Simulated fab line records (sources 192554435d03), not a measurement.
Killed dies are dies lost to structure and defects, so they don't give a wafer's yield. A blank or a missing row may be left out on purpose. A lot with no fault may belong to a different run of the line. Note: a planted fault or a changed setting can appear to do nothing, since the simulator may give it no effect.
fab line records | flow n5_finfet
record: lots: 7 wafers: 21
route steps=1938 shown BEOL_M0_SAQP@686 BEOL_M0@726 BEOL_M2@928 BEOL_M4@1070 BEOL_M5@1112
start_h: hours from the record's opening day to when the first of the lot's shown wafers began | wait_h: hours since the lot's step before | " unchanged from the row above | L1.1+2: several wafers, shown together as one row | - no value present, or no start provided | * or withheld: withheld | < > ~ a bound
route shown NAME@n: NAME is a module with steps in the file, n the number in the route of the first one | usual: mean/standard deviation of fault-free wafers | same: alike in all rows | chamber/n: place in a boat | sites: readings site by site | _std_site: how widely they spread, as a standard deviation | _edge_site: mean of outer sites minus mean of inner sites | radius_mm: how far each site lies from the wafer's centre | mask NAME#n: copy n | behind: tool/chamber where the wafer was last shaped | hold: what put the lot on hold/how long, in hours/how the hold closed | device: whichever transistor did not switch (one of n, p or np) | end of line: the tests these same wafers got at the end of their route | for a step that has no rows: nothing shown but its recipe | killed: at the first sort, the dies lost to defects and structure; wafer yield is something else | map: per-die view of a wafer (x killed, . not killed, _ where there is no die)
set.NAME: the run value of the setting; set.NAME@STEP: its run value at that earlier step | model.NAME: the simulator's own value behind a step, which no gauge read
lots where settings were altered on purpose, with a table for each step and a row for each wafer
== steps ==
step: N5_BEOL_M0_SAQP_EXPOSE_37
recipe: mask_id: M0_CUT1 na: 0.33 source_shape: annular sigma_inner: 0.35 sigma_outer: 0.8 polarization: unpolarized target_cd_nm: 30 dose_mj: 44.75
columns lot.wafer tool chamber start_h wait_h mask set.dose_mj
L074.1+4 euv_scanner-01 0 111.74 - M0_CUT1#0 45.91
L074.3 " 0 " " M0_CUT1#0 44.75
L075.3+5 euv_scanner-02 0 123.64 - M0_CUT1#0 44.75
L075.4 " 0 " " M0_CUT1#0 41.94
L085.1+2+6 euv_scanner-01 0 181.72 - M0_CUT1#0 44.75
L091.4+6 euv_scanner-02 0 214.57 - M0_CUT1#0 44.75
L091.5 " 0 " " M0_CUT1#0 43.8
L092.2+4 euv_scanner-01 0 218.85 - M0_CUT1#0 44.75
L092.3 " 0 " " M0_CUT1#0 41.61
L093.1 euv_scanner-01 0 226.16 - M0_CUT1#0 44.75
L093.3+5 " 0 " " M0_CUT1#0 43.03
L095.2+5 euv_scanner-02 0 242.07 - M0_CUT1#0 44.75
L095.6 " 0 " " M0_CUT1#0 47.16
step: N5_BEOL_M0_SAQP_PEB_38
recipe: peb_temp_c: 100 peb_time_s: 60 resist: CAR-EUV
step: N5_BEOL_M0_SAQP_DEVELOP_39
recipe: develop_time_s: 30 developer: TMAH resist: CAR-EUV rinse_liquid: surfactant_rinse dry: air_spin dev_temp_c: 23
step: N5_BEOL_M0_SAQP_DESCUM_45
recipe: chemistry: O2 time_s: 7 source_power_w: 50 bias_power_w: 20 pressure_mtorr: 20 rf_frequency_hz: 2.712e+07 temp_c: 40 resist: CAR-EUV o2_flow_sccm: 225
columns lot.wafer tool chamber start_h wait_h set.dose_mj@BEOL_M0_SAQP_EXPOSE_37 model.BEOL_M0_SAQP.cd_nm
L074.1 rie_diel-05 3 112.00 0.0 45.91 30.6
L074.3 " 0 " " 44.75 30.2
L074.4 " 2 " " 45.91 31
L075.3+5 rie_diel-03 3,2 123.88 0.0 44.75 30.2
L075.4 " 1 " " 41.94 28.4
L085.1+6 rie_diel-05 3,1 181.97 0.0 44.75 29.6
L085.2 " 0 " " 44.75 29.8
L091.4+6 rie_diel-05 1 214.81 0.0 44.75 30
L091.5 " 0 " " 43.8 29.6
L092.2 rie_diel-05 0 219.10 0.0 44.75 29.6
L092.3 " 2 " " 41.61 28.2
L092.4 " 1 " " 44.75 29.4
L093.1 rie_diel-04 2 226.60 0.2 44.75 29.8
L093.3+5 " 3,1 " " 43.03 29.2
L095.2+5 rie_diel-04 0,2 242.32 0.0 44.75 29.8
L095.6 " 0 " " 47.16 30.6
step: N5_BEOL_M0_SAQP_ETCH_88
recipe: chemistry: N2/H2 target: underlayer target_depth_a: 65 time_s: 5.2 ion_energy_ev: 200 mask_material: CAR-EUV pressure_mtorr: 30 source_w: 840 bias_w: 150 n2_flow_sccm: 200 h2_flow_sccm: 200 ends: cleared
columns lot.wafer tool chamber start_h wait_h set.dose_mj@BEOL_M0_SAQP_EXPOSE_37 model.BEOL_M0_SAQP.cd_nm
L074.1 rie_diel-05 3 112.03 0.0 45.91 30.6
L074.3 " 0 " " 44.75 30.2
L074.4 " 2 " " 45.91 31
L075.3+5 rie_diel-03 3,2 123.91 0.0 44.75 30.2
L075.4 " 1 " " 41.94 28.4
L085.1+6 rie_diel-05 3,1 182.01 0.0 44.75 29.6
L085.2 " 0 " " 44.75 29.8
L091.4 rie_diel-05 1 214.84 0.0 44.75 29.8
L091.5 " 0 " " 43.8 29.6
L091.6 " 1 " " 44.75 30
L092.2 rie_diel-05 0 219.13 0.0 44.75 29.6
L092.3 " 2 " " 41.61 28.2
L092.4 " 1 " " 44.75 29.4
L093.1 rie_diel-04 2 226.63 0.0 44.75 30
L093.3+5 " 3,1 " " 43.03 29.2
L095.2+5 rie_diel-04 0,2 242.36 0.0 44.75 29.8
L095.6 " 0 " " 47.16 30.8
step: N5_BEOL_M0_SAQP_ETCH_73
recipe: chemistry: CF4 target: SiARC target_depth_a: 195 mask_material: CAR-EUV time_s: 32.5 ion_energy_ev: 80 pressure_mtorr: 40 source_w: 545 bias_w: 36 Ar_flow_sccm: 100 cf4_flow_sccm: 100 ends: cleared
step: N5_BEOL_M0_SAQP_CUT_ETCH_46
recipe: chemistry: N2/H2 target: SOC target_depth_a: 1350 overetch_a: 270 temp_c: 40 time_s: 202.5 ion_energy_ev: 200 mask_material: SiARC pressure_mtorr: 30 source_w: 840 bias_w: 150 n2_flow_sccm: 200 h2_flow_sccm: 200
columns lot.wafer tool chamber start_h wait_h set.dose_mj@BEOL_M0_SAQP_EXPOSE_37 model.BEOL_M0_SAQP.cd_nm
L074.1 rie_diel-05 3 112.08 0.0 45.91 30.8
L074.3 " 0 " " 44.75 30
L074.4 " 2 " " 45.91 31
L075.3 rie_diel-03 3 123.96 0.0 44.75 30
L075.4 " 1 " " 41.94 28.2
L075.5 " 2 " " 44.75 29.8
L085.1+6 rie_diel-05 3,1 182.06 0.0 44.75 29.6
L085.2 " 0 " " 44.75 29.8
L091.4 rie_diel-05 1 214.89 0.0 44.75 29.6
L091.5 " 0 " " 43.8 30
L091.6 " 1 " " 44.75 30
L092.2 rie_diel-05 0 219.18 0.0 44.75 29.6
L092.3 " 2 " " 41.61 27.8
L092.4 " 1 " " 44.75 29
L093.1 rie_diel-04 2 226.68 0.0 44.75 29.6
L093.3 " 3 " " 43.03 29
L093.5 " 1 " " 43.03 28.8
L095.2 rie_diel-04 0 242.41 0.0 44.75 30.2
L095.5 " 2 " " 44.75 29.6
L095.6 " 0 " " 47.16 30.8
step: N5_BEOL_M0_ETCH_109
recipe: chemistry: CH3F/O2 target_depth_a: 80 overetch_a: 24 target: SiCN time_s: 27.4 ion_energy_ev: 120 pressure_mtorr: 30 source_w: 395 bias_w: 75 Ar_flow_sccm: 150 CH3F_flow_sccm: 30 O2_flow_sccm: 20
usual: rf_vpp_V: 297.8/1.3
columns lot.wafer tool chamber start_h wait_h set.bias_w rf_vpp_V
L074.1 rie_diel-06 0 114.61 0.0 75 297.2
L074.3 " 2 " " 75 296.8
L074.4 " 2 " " 75 296.7
L075.3 rie_diel-06 2 127.16 0.2 64.58 269.4
L075.4 " 3 " " 75 297.2
L075.5 " 2 " " 75 297.0
L085.1 rie_diel-02 2 187.59 0.0 75 298.6
L085.2 " 3 " " 75 296.3
L085.6 " 3 " " 75 299.4
L091.4 rie_diel-02 2 220.58 0.4 75 298.7
L091.5 " 3 " " 82.4 317.1
L091.6 " 1 " " 75 298.4
L092.2 rie_diel-02 1 222.64 0.3 75 300.0
L092.3 " 3 " " 79.33 309.5
L092.4 " 2 " " 79.33 307.9
L093.1 rie_diel-01 1 229.78 0.0 75 296.5
L093.3 " 2 " " 75 299.1
L093.5 " 0 " " 70.54 290.3
L095.2 rie_diel-06 3 248.20 0.2 75 295.8
L095.5 " 1 " " 75 298.3
L095.6 " 0 " " 75 297.6
step: N5_BEOL_M2_DEP_57
recipe: material: SiCN target_thk_a: 80 temp_c: withheld precursor: 3MS/NH3 pressure_torr: 3 rf_w: 202 time_s: 14
columns lot.wafer tool chamber start_h wait_h set.time_s model.SiCN_of_BEOL_M2_DEP_57.thk_nm
L074.1 pecvd-02 0 146.12 0.0 15.81 9
L074.3+4 " 2 " " 14 8
L075.3 pecvd-03 2 154.58 0.0 12.82 7.2
L075.4 " 0 " " 14 8
L075.5 " 2 " " 14 8.2
L085.1 pecvd-02 0 220.13 0.0 14 7.8
L085.2 " 2 " " 14 7.6
L085.6 " 1 " " 14 8
L091.4+5 pecvd-04 1,2 247.01 0.0 14 8.2
L091.6 " 0 " " 14 8
L092.2+3 pecvd-03 1,2 249.16 0.0 14 7.8
L092.4 " 1 " " 13.32 7.6
L093.1 pecvd-04 1 258.68 0.0 14 8
L093.3+5 " 2,1 " " 12.47 7.4
L095.2+5+6 pecvd-03 2,2,1 280.40 0.0 14 7.8
step: N5_BEOL_M4_TRENCH_ETCH_37
recipe: chemistry: C4F6/O2 target_depth_a: 555.55 target: SiOC time_s: 29.2 ion_energy_ev: 250 pressure_mtorr: 30 source_w: 355 bias_w: 185 Ar_flow_sccm: 300 C4F6_flow_sccm: 10 O2_flow_sccm: 10
usual: rf_vpp_V: 674/10
columns lot.wafer tool chamber start_h wait_h set.bias_w rf_vpp_V
L074.1 rie_diel-01 2 - - 185 678
L074.3 " 1 " " 185 683
L074.4 " 0 " " 185 665
L075.3 rie_diel-01 0 - - 185 665
L075.4 " 0 " " 154.3 574
L075.5 " 2 " " 185 679
L085.1 rie_diel-01 1 - - 185 683
L085.2 " 0 " " 185 665
L085.6 " 0 " " 185 664
L092.2 rie_diel-01 0 - - 185 664
L092.3 " 1 " " 185 684
L092.4 " 3 " " 185 668
L091.4 rie_diel-02 3 - - 185 660
L091.5 " 1 " " 185 664
L091.6 " 2 " " 185 699
L093.1 rie_diel-01 3 - - 185 667
L093.3 " 0 " " 199.8 706
L093.5 " 3 " " 185 667
L095.2 rie_diel-01 3 - - 185 667
L095.5 " 3 " " 161.3 598
L095.6 " 2 " " 161.3 608
step: N5_BEOL_M5_ILD_DEP_00
recipe: material: SiCOH_lowk target_thk_a: 1406.4 temp_c: 300 precursor: DEMS/porogen pressure_torr: 5 rf_w: 500 time_s: 25.9
columns lot.wafer tool chamber start_h wait_h set.time_s model.SiCOH_lowk_of_BEOL_M5_ILD_DEP_00.thk_nm
L074.1 pecvd-04 0 166.59 0.8 25.9 141.2
L074.3 " 2 " " 25.9 139.4
L074.4 " 1 " " 25.9 143.8
L075.3 pecvd-02 1 182.11 0.5 25.9 141.2
L075.4 " 0 " " 25.9 140.6
L075.5 " 2 " " 25.9 142.6
L085.1 pecvd-01 1 243.25 0.8 25.9 141
L085.2 " 2 " " 25.9 138.6
L085.6 " 1 " " 25.9 139.6
L092.2 pecvd-01 1 272.76 0.7 25.9 138.6
L092.3 " 2 " " 25.9 137.2
L092.4 " 2 " " 25.9 138.2
L091.4 pecvd-01 0 274.87 0.4 25.9 140.8
L091.5 " 2 " " 23.25 127
L091.6 " 1 " " 23.25 127.4
L093.1 pecvd-01 1 291.76 0.8 25.9 139
L093.3 " 0 " " 25.9 137.6
L093.5 " 0 " " 25.9 139.6
L095.2 pecvd-02 0 308.96 0.7 24.91 132.8
L095.5 " 0 " " 24.91 136.8
L095.6 " 1 " " 25.9 143.6
step: N5_BEOL_M5_CURE_79
recipe: temp_c: 385 time_s: 240 ambient: He/Ar material: SiCOH_lowk
columns lot.wafer tool chamber start_h wait_h set.time_s@BEOL_M5_ILD_DEP_00 model.SiCOH_lowk_of_BEOL_M5_ILD_DEP_00.thk_nm
L074.1 uv_cure-03 1 166.65 0.0 25.9 121.6
L074.3 " 1 " " 25.9 120
L074.4 " 1 " " 25.9 123.6
L075.3 uv_cure-03 2 182.33 0.2 25.9 121.6
L075.4 " 2 " " 25.9 121
L075.5 " 2 " " 25.9 122.8
L085.1 uv_cure-01 2 243.31 0.0 25.9 121.2
L085.2 " 2 " " 25.9 119.2
L085.6 " 2 " " 25.9 120
L092.2 uv_cure-02 1 272.90 0.1 25.9 119.2
L092.3 " 1 " " 25.9 118
L092.4 " 1 " " 25.9 119
L091.4 uv_cure-01 1 275.15 0.3 25.9 121.2
L091.5 " 1 " " 23.25 109.2
L091.6 " 1 " " 23.25 109.6
L093.1 uv_cure-02 2 291.82 0.0 25.9 119.6
L093.3 " 2 " " 25.9 118.4
L093.5 " 2 " " 25.9 120.2
L095.2 uv_cure-02 2 309.25 0.3 24.91 114.2
L095.5 " 2 " " 24.91 117.8
L095.6 " 2 " " 25.9 123.4
step: N5_BEOL_M5_THK_MEAS_01
recipe: reads: SiCOH_lowk_of_BEOL_M5_ILD_DEP_00
usual: M5_ILD_THK: 120.8/1.6
columns lot.wafer tool chamber start_h wait_h set.time_s@BEOL_M5_ILD_DEP_00 M5_ILD_THK[nm]
L074.1 film_metro-02 - 167.16 0.4 25.9 121.6
L074.3 " - " " 25.9 119.9
L074.4 " - " " 25.9 123.8
L075.3 film_metro-01 - 182.69 0.3 25.9 121.6
L075.4 " - " " 25.9 120.9
L075.5 " - " " 25.9 122.8
L085.1 film_metro-02 - 243.82 0.4 25.9 121.2
L085.2 " - " " 25.9 119.3
L085.6 " - " " 25.9 120.1
L092.2 film_metro-01 - 273.33 0.4 25.9 119.2
L092.3 " - " " 25.9 118.0
L092.4 " - " " 25.9 118.9
L091.4 film_metro-01 - 275.43 0.2 25.9 121.1
L091.5 " - " " 23.25 109.1
L091.6 " - " " 23.25 109.5
L093.1 film_metro-02 - 292.34 0.4 25.9 119.6
L093.3 " - " " 25.9 118.4
L093.5 " - " " 25.9 120.2
L095.2 film_metro-01 - 309.69 0.4 24.91 114.2
L095.5 " - " " 24.91 117.7
L095.6 " - " " 25.9 123.4
step: N5_BEOL_M5_HM_DEP_02
recipe: material: TiN target_thk_a: 200 temp_c: 25 chamber_pressure_pa: 0.49996
columns lot.wafer tool chamber start_h wait_h set.target_thk_a model.TiN_of_BEOL_M5_HM_DEP_02.thk_nm
L074.1 pvd_sputter-02 - 170.55 3.3 200 20.2
L074.3+4 " - " " 200 20
L075.3 pvd_sputter-01 - 185.37 2.6 200 20.2
L075.4 " - " " 211 21.2
L075.5 " - " " 200 20
L085.1+2 pvd_sputter-03 - 244.26 0.4 200 20
L085.6 " - " " 200 19.8
L092.2 pvd_sputter-01 - 273.66 0.3 200 20
L092.3 " - " " 179.4 18
L092.4 " - " " 179.4 17.8
L091.4 pvd_sputter-03 - 277.78 2.3 209.8 21.2
L091.5 " - " " 200 20
L091.6 " - " " 200 20.2
L093.1 pvd_sputter-01 - 292.48 0.1 200 20.4
L093.3 " - " " 192.7 19.4
L093.5 " - " " 192.7 19.6
L095.2+6 pvd_sputter-01 - 310.81 1.1 174.3 17.2
L095.5 " - " " 200 20
step: N5_BEOL_M5_COAT_59
recipe: resist: SOC temp_c: 250 time_s: 60 spin_rpm: 1500 resist_thk_nm: 60
step: N5_BEOL_M5_COAT_60
recipe: resist: SiARC temp_c: 220 time_s: 60 spin_rpm: 1500 resist_thk_nm: 12
step: N5_BEOL_M5_STRIP_73
recipe: chemistry: N2/H2 temp_c: 40 n2_flow_sccm: 200 h2_flow_sccm: 200 rf_frequency_hz: 6e+07
step: N5_BEOL_M5_STRIP_64
recipe: chemistry: CF4 resist: SiARC power_w: 300 bias_power_w: 75 pressure_mtorr: 50 cf4_flow_sccm: 150 rf_frequency_hz: 6e+07
step: N5_BEOL_M5_HM_OPEN_17
recipe: chemistry: Cl2/BCl3 target_depth_a: 200 overetch_a: 60 target: TiN mask_material: SOC ion_energy_ev: 150 pressure_mtorr: 10 icp_w: 1000 bias_w: 126 Cl2_flow_sccm: 53.25 bcl3_flow_sccm: 21.75 Ar_flow_sccm: 25
columns lot.wafer tool chamber start_h wait_h set.target_thk_a@BEOL_M5_HM_DEP_02 model.etch.depth_nm
L074.1 rie_metal-02 0 171.54 0.0 200 20.1
L074.3 " 1 " " 200 19.92
L074.4 " 0 " " 200 19.99
L075.3 rie_metal-02 0 186.57 0.1 200 20.12
L075.4 " 1 " " 211 21.21
L075.5 " 0 " " 200 19.93
L085.1 rie_metal-01 0 245.14 0.0 200 19.97
L085.2 " 1 " " 200 19.94
L085.6 " 1 " " 200 19.86
L092.2 rie_metal-01 1 274.55 0.0 200 20.04
L092.3 " 0 " " 179.4 18.07
L092.4 " 1 " " 179.4 17.83
L091.4 rie_metal-01 0 278.70 0.1 209.8 21.3
L091.5 " 0 " " 200 19.99
L091.6 " 1 " " 200 20.14
L093.1 rie_metal-01 1 293.27 0.0 200 20.33
L093.3 " 1 " " 192.7 19.36
L093.5 " 1 " " 192.7 19.6
L095.2+6 rie_metal-01 1,0 311.70 0.0 174.3 17.27
L095.5 " 1 " " 200 19.97
step: N5_BEOL_M5_COAT_66
recipe: resist: SiARC temp_c: 220 time_s: 60 spin_rpm: 1500 resist_thk_nm: 12
columns lot.wafer tool chamber start_h wait_h set.spin_rpm model.SiARC_of_BEOL_M5_COAT_66.thk_nm
L074.1+3+4 litho_track-02 0 - - 1610 11.6
L075.3+4+5 litho_track-01 0 - - 1500 12
L085.1+2+6 litho_track-01 0 - - 1500 12
L092.2+3+4 litho_track-01 0 - - 1500 12
L091.4+5 litho_track-01 0 - - 1439 12.2
L091.6 " 0 " " 1500 12
L093.1 litho_track-01 0 - - 1500 12
L093.3+5 " 0 " " 1592 11.6
L095.2+5+6 litho_track-02 0 - - 1500 12
step: N5_BEOL_M5_COAT_74
recipe: resist: underlayer temp_c: 205 time_s: 60 spin_rpm: 1500 resist_thk_nm: 5
columns lot.wafer tool chamber start_h wait_h set.spin_rpm
L074.1+3+4 litho_track-02 0 - - 1500
L075.3 litho_track-01 0 - - 1500
L075.4+5 " 0 " " 1454
L085.1+2+6 litho_track-01 0 - - 1500
L092.2 litho_track-01 0 - - 1500
L092.3+4 " 0 " " 1394
L091.4+6 litho_track-01 0 - - 1616
L091.5 " 0 " " 1500
L093.1+3+5 litho_track-01 0 - - 1500
L095.2 litho_track-02 0 - - 1500
L095.5+6 " 0 " " 1554
step: N5_BEOL_M5_COAT_22
recipe: resist: CAR-EUV spin_rpm: 1500 resist_thk_nm: 30
step: N5_BEOL_M5_EBR_24
recipe: solvent: PGMEA ebr_width_mm: 1.5
step: N5_BEOL_M5_DESCUM_33
recipe: chemistry: O2 time_s: 7 source_power_w: 50 bias_power_w: 20 pressure_mtorr: 20 rf_frequency_hz: 2.712e+07 temp_c: 40 resist: CAR-EUV o2_flow_sccm: 225
step: N5_BEOL_M5_ETCH_75
recipe: chemistry: N2/H2 target: underlayer target_depth_a: 65 mask_material: CAR-EUV time_s: 5.2 ion_energy_ev: 200 pressure_mtorr: 30 source_w: 840 bias_w: 150 n2_flow_sccm: 200 h2_flow_sccm: 200 ends: cleared
columns lot.wafer tool chamber start_h wait_h set.spin_rpm@BEOL_M5_COAT_74 model.etch.depth_nm
L074.1+3 rie_diel-03 3,0 172.58 0.0 1500 4.988
L074.4 " 2 " " 1500 5.007
L075.3 rie_diel-03 0 187.50 0.0 1500 4.98
L075.4 " 2 " " 1454 5.061
L075.5 " 0 " " 1454 5.07
L085.1 rie_diel-05 1 246.98 0.0 1500 5.03
L085.2 " 3 " " 1500 5.011
L085.6 " 3 " " 1500 5.014
L092.2 rie_diel-03 0 277.52 0.0 1500 5.039
L092.3 " 2 " " 1394 5.221
L092.4 " 1 " " 1394 5.229
L091.4 rie_diel-05 1 282.00 0.0 1616 4.838
L091.5 " 0 " " 1500 5.021
L091.6 " 3 " " 1616 4.825
L093.1 rie_diel-04 1 294.70 0.0 1500 5.02
L093.3 " 2 " " 1500 5.013
L093.5 " 1 " " 1500 5.029
L095.2 rie_diel-05 1 313.33 0.0 1500 4.986
L095.5 " 2 " " 1554 4.907
L095.6 " 3 " " 1554 4.89
step: N5_BEOL_M5_ETCH_67
recipe: chemistry: CF4 target: SiARC target_depth_a: 156 mask_material: CAR-EUV time_s: 26 ion_energy_ev: 80 pressure_mtorr: 40 source_w: 545 bias_w: 36 Ar_flow_sccm: 100 cf4_flow_sccm: 100 ends: cleared
columns lot.wafer tool chamber start_h wait_h set.spin_rpm@BEOL_M5_COAT_66 model.etch.depth_nm
L074.1+3 rie_diel-03 3,0 172.60 0.0 1610 11.59
L074.4 " 2 " " 1610 11.57
L075.3+4 rie_diel-03 0,2 187.52 0.0 1500 11.99
L075.5 " 0 " " 1500 11.98
L085.1+6 rie_diel-05 1,3 247.00 0.0 1500 11.99
L085.2 " 3 " " 1500 11.95
L092.2 rie_diel-03 0 277.54 0.0 1500 11.98
L092.3 " 2 " " 1500 11.93
L092.4 " 1 " " 1500 11.94
L091.4 rie_diel-05 1 282.02 0.0 1439 12.2
L091.5 " 0 " " 1439 12.23
L091.6 " 3 " " 1500 11.94
L093.1 rie_diel-04 1 294.72 0.0 1500 11.96
L093.3 " 2 " " 1592 11.61
L093.5 " 1 " " 1592 11.6
L095.2 rie_diel-05 1 313.35 0.0 1500 12.02
L095.5+6 " 2,3 " " 1500 12.03
== key ==
split: step: N5_BEOL_M0_SAQP_EXPOSE_37 setting: dose_mj stated: 44.75 by: wafer
response: step: N5_BEOL_M0_SAQP_DESCUM_45 reading: model.BEOL_M0_SAQP.cd_nm change: +0.205 per: 1% r: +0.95
response: step: N5_BEOL_M0_SAQP_ETCH_88 reading: model.BEOL_M0_SAQP.cd_nm change: +0.216 per: 1% r: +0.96
response: step: N5_BEOL_M0_SAQP_CUT_ETCH_46 reading: model.BEOL_M0_SAQP.cd_nm change: +0.213 per: 1% r: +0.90
split: step: N5_BEOL_M0_ETCH_109 setting: bias_w stated: 75 by: wafer
response: step: N5_BEOL_M0_ETCH_109 reading: rf_vpp_V change: +1.84 per: 1% r: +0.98
split: step: N5_BEOL_M2_DEP_57 setting: time_s stated: 14 by: wafer
response: step: N5_BEOL_M2_DEP_57 reading: model.SiCN_of_BEOL_M2_DEP_57.thk_nm change: +0.0736 per: 1% r: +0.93
split: step: N5_BEOL_M4_TRENCH_ETCH_37 setting: bias_w stated: 185 by: wafer
response: step: N5_BEOL_M4_TRENCH_ETCH_37 reading: rf_vpp_V change: +5.46 per: 1% r: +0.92
split: step: N5_BEOL_M5_ILD_DEP_00 setting: time_s stated: 25.9 by: wafer
response: step: N5_BEOL_M5_ILD_DEP_00 reading: model.SiCOH_lowk_of_BEOL_M5_ILD_DEP_00.thk_nm change: +1.45 per: 1% r: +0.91
response: step: N5_BEOL_M5_CURE_79 reading: model.SiCOH_lowk_of_BEOL_M5_ILD_DEP_00.thk_nm change: +1.25 per: 1% r: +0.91
response: step: N5_BEOL_M5_THK_MEAS_01 reading: M5_ILD_THK change: +1.25 per: 1% r: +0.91
split: step: N5_BEOL_M5_HM_DEP_02 setting: target_thk_a stated: 200 by: wafer
response: step: N5_BEOL_M5_HM_DEP_02 reading: model.TiN_of_BEOL_M5_HM_DEP_02.thk_nm change: +0.214 per: 1% r: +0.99
response: step: N5_BEOL_M5_HM_OPEN_17 reading: model.etch.depth_nm change: +0.212 per: 1% r: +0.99
split: step: N5_BEOL_M5_COAT_66 setting: spin_rpm stated: 1500 by: wafer
response: step: N5_BEOL_M5_COAT_66 reading: model.SiARC_of_BEOL_M5_COAT_66.thk_nm change: -0.0603 per: 1% r: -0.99
response: step: N5_BEOL_M5_ETCH_67 reading: model.etch.depth_nm change: -0.0609 per: 1% r: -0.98
split: step: N5_BEOL_M5_COAT_74 setting: spin_rpm stated: 1500 by: wafer
response: step: N5_BEOL_M5_ETCH_75 reading: model.etch.depth_nm change: -0.0255 per: 1% r: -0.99
